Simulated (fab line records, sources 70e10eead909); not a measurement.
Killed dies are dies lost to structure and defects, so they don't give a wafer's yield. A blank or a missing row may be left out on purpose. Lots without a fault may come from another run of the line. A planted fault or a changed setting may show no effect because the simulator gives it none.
A struck lot beside a sound one | flow nand_harc | 16 steps out of a route of 1302
Sound: wafers L660.1, L660.2, L660.6. Struck: wafers L670.1, L670.5, L670.6. The cause comes at the end.
At each step with rows: each side's tool, then ch and its chambers, then its first start. Under that, the readings that differ: sound wafers | struck wafers | difference of the means | sigmas: that difference in standard deviations of wafers without a fault.
alike: readings whose means differ by less than 2 such deviations, and words and numbers that are the same on both sides. not compared: withheld readings, readings that some wafer has no value for, bounds like >300 that may hide the same value, and numbers for which the record gives no deviation and whose values overlap.
The two part at a step that has a row with sigmas, a row that says differs or no value, or rows on one side only. Numbers that don't overlap but have no deviation are shown without sigmas and don't part them. A reading that every wafer of one side lacks parts them only if that side has two wafers or more.

NHARC_A_ONON_D2_THK_MEAS_02: measures by ellipsometry.
  sound on film_metro-02, day 16 02:49; struck on film_metro-02, day 20 00:32
  alike: thk_nm
then, 1 step without rows for these wafers: NHARC_A_ONON_D2_DEP_03 (target thk 1000 nm).
NHARC_A_ONON_D2_THK_MEAS_05: measures by ellipsometry.
  sound on film_metro-02, day 16 03:23; struck on film_metro-01, day 20 01:05
  reading     | sound          | struck         | difference | sigmas
  thk_nm (nm) | 1023 1022 1020 | 1001 1001 1000 | -21        | -2
then, 1 step without rows for these wafers: NHARC_A_ONON_D2_DEP_06 (target thk 1000 nm).
NHARC_A_ONON_D2_THK_MEAS_08: measures by ellipsometry.
  sound on film_metro-02, day 16 03:56; struck on film_metro-02, day 20 01:40
  alike: thk_nm
then, 1 step without rows for these wafers: NHARC_A_ONON_D2_DEP_09 (target thk 1000 nm).
NHARC_A_ONON_D2_THK_MEAS_11: measures by ellipsometry.
  sound on film_metro-01, day 16 04:31; struck on film_metro-01, day 20 02:14
  alike: thk_nm
then, 1 step without rows for these wafers: NHARC_A_ONON_D2_DEP_12 (target thk 1000 nm).
NHARC_A_ONON_D2_THK_MEAS_14: measures by ellipsometry.
  sound on film_metro-02, day 16 05:04; struck on film_metro-01, day 20 02:48
  alike: thk_nm
then, 2 steps without rows for these wafers: NHARC_A_ONON_D2_ANNEAL_15 (time 3600 s); NHARC_A_ONON_D2_DEP_16 (target thk 1000 nm).
NHARC_A_ONON_D2_THK_MEAS_18: measures by ellipsometry.
  sound on film_metro-01, day 16 12:46; struck on film_metro-02, day 20 11:29
  alike: thk_nm
NHARC_A_ONON_D2_DEP_19: target thk 1000 nm.
  sound on pecvd_onon-04 ch 0, day 16 12:50; struck on pecvd_onon-04 ch 0, day 20 11:32
  alike: n2_flow_sccm
NHARC_A_ONON_D2_THK_MEAS_21: measures by ellipsometry.
  sound on film_metro-02, day 16 13:20; struck on film_metro-02, day 20 12:03
  reading     | sound          | struck         | difference | sigmas
  thk_nm (nm) | 1006 1004 1005 | 1638 1636 1639 | +633       | +67
then, 1 step without rows for these wafers: NHARC_A_ONON_D2_DEP_22 (target thk 1000 nm).
-- the record jumps here: 11 days lie between the struck wafers' starts before and after (it left off in module A_ONON_D2 and takes up again in module END, whose first step shown is number 1302 of the route) --
NHARC_END_SORT_01:
  sound on prober-01 ch 0, day 28 02:20; struck on prober-01 ch 0, day 31 21:07
  reading         | sound    | struck      | difference | sigmas
  killed_at_array | 47 45 56 | 672 672 674 | +623       | +39
  killed_dies     | 49 45 60 | 677 677 677 | +626       | +39
  alike: killed_at_other, killed_at_periphery, killed_open, killed_short

WHERE THEY PART
First at NHARC_A_ONON_D2_THK_MEAS_05; last, within this record, at NHARC_END_SORT_01.

WHY: what the simulator had put in
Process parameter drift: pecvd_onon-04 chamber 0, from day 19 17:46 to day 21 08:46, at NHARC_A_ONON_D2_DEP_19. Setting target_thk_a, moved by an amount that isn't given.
